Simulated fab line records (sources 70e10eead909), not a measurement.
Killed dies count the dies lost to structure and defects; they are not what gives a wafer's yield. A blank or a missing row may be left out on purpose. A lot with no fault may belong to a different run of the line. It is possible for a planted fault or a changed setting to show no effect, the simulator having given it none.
Which tool is to blame? ; flow nand-harc ; 72 wafers from 24 lots sampled at 2 of the route's 1302 steps

WHAT THE GAUGES SHOWED, per wafer
NHARC_A_START_INSPECT_01.
lot;measured;on;raw-defect-count
L074;day 6 22:22;defect-inspect-02;6 3 6
L075;day 7 16:09;defect-inspect-01;3 7 3
L076;day 7 17:35;defect-inspect-01;2 0 5
L077;day 8 00:31;defect-inspect-01;4 1 3
L078;day 8 06:21;defect-inspect-02;8 2 3
L079;day 8 19:09;defect-inspect-02;3 5 3
L080;day 9 04:26;defect-inspect-01;5 3 6
L081;day 9 21:38;defect-inspect-01;5 4 4
L082;day 9 22:04;defect-inspect-02;1 6 5
L083;day 10 22:51;defect-inspect-01;0 3 1
L084;day 11 01:23;defect-inspect-01;5 2 4
L085;day 11 07:58;defect-inspect-01;2 1 5
L086;day 11 22:11;defect-inspect-02;3 3 6
L087;day 11 22:34;defect-inspect-01;6 2 4
L088;day 12 21:36;defect-inspect-02;1 4 5
L089;day 12 23:26;defect-inspect-02;3 4 3
L090;day 13 17:10;defect-inspect-02;1 6 2
L091;day 13 20:50;defect-inspect-02;4 3 5
L092;day 14 04:38;defect-inspect-01;4 4 4
L093;day 14 22:21;defect-inspect-01;3 3 3
L094;day 15 06:12;defect-inspect-01;5 2 2
L096;day 15 20:05;defect-inspect-02;6 4 2
L095;day 15 20:53;defect-inspect-02;4 6 3
L097;day 16 06:44;defect-inspect-01;2 0 3

WHAT TOOL EACH LOT RAN ON (gives the tool, then ch and the chambers of the sampled wafers, and finally the start)
lot;NHARC_P_M2_CMP_23
L074;cmp-03 ch 0,1,3, day 6 16:58
L075;cmp-03 ch 0,2,3, day 7 10:40
L076;cmp-03 ch 1,2, day 7 12:15
L077;cmp-02 ch 1,2,3, day 7 18:44
L078;cmp-02 ch 1,2,3, day 8 00:49
L079;cmp-04 ch 0,3, day 8 13:36
L080;cmp-02 ch 0,2,3, day 8 22:46
L081;cmp-02 ch 1,2,3, day 9 15:47
L082;cmp-02 ch 0,1, day 9 16:35
L083;cmp-04 ch 2,3, day 10 17:18
L084;cmp-03 ch 0,1,2, day 10 19:35
L085;cmp-02 ch 0,1,3, day 11 02:26
L086;cmp-03 ch 0,2, day 11 16:29
L087;cmp-03 ch 0,1,2, day 11 16:58
L088;cmp-04 ch 0,1, day 12 16:13
L089;cmp-02 ch 0,1,3, day 12 17:56
L090;cmp-02 ch 0,1,3, day 13 11:43
L091;cmp-04 ch 0,1,2, day 13 15:22
L092;cmp-03 ch 0,1,2, day 13 23:01
L093;cmp-03 ch 0,2,3, day 14 16:52
L094;cmp-02 ch 2,3, day 15 00:51
L096;cmp-02 ch 0,3, day 15 14:43
L095;cmp-04 ch 0,2, day 15 15:26
L097;cmp-02 ch 0,1,3, day 16 01:25
- NHARC_P_M2_CMP_23: polishes, t overpolish 20 s, target thk 144.3 nm.

WHAT THE TOOLS THEMSELVES READ (means of the sampled wafers that have a number; where no wafer has one, the mark that the record gives instead)
NHARC_P_M2_CMP_23.
lot;tool;motor-current-A (A);slurry-flow-ml-min;time-to-endpoint-s (s)
L074;cmp-03;12.4;149.9;30.3
L075;cmp-03;12.0;149.9;31.1
L076;cmp-03;12.0;149.9;30.8
L077;cmp-02;12.1;149.8;24.8
L078;cmp-02;12.3;149.9;24.3
L079;cmp-04;12.7;149.5;27.6
L080;cmp-02;12.3;149.7;30.6
L081;cmp-02;12.5;150.3;27.6
L082;cmp-02;11.8;150.3;26.0
L083;cmp-04;11.2;149.5;24.1
L084;cmp-03;11.7;150.5;27.7
L085;cmp-02;11.6;149.8;28.2
L086;cmp-03;11.0;149.9;27.6
L087;cmp-03;11.6;149.8;27.5
L088;cmp-04;11.5;149.9;24.9
L089;cmp-02;12.0;149.8;29.1
L090;cmp-02;11.7;150.2;25.6
L091;cmp-04;11.8;149.7;25.2
L092;cmp-03;11.4;150.1;28.9
L093;cmp-03;11.9;150.1;27.3
L094;cmp-02;12.4;149.9;25.6
L096;cmp-02;12.3;150.0;27.1
L095;cmp-04;13.2;150.2;27.9
L097;cmp-02;11.8;150.1;25.4

THE ANSWER, worked out from the rows above alone
Rule: usual is defined by the lots themselves. The widest of any qualifying gaps counts: lots, ordered by their means at a reading, are off when they make up no more than a third of the lots, leave a main group of 4 or more, and stand apart from it by 3 or more times the standard deviation of that group's means. The tables above print the reading to a certain number of digits; a main group whose means all agree to those digits is not used. Also off: a lot with no number at a reading for which 4 or more lots have one. Any other lot the step has rows for is counted as sound. The gauges are gone through in route order, then the tools' own readings, and for those a lot's mean is taken as printed above. At the first step where some lot is off, the reading lying furthest off is the one used; lots without a number count as furthest.
None of the lots is off at any reading shown; this tells nothing.

WHAT THE SIMULATOR PUT IN
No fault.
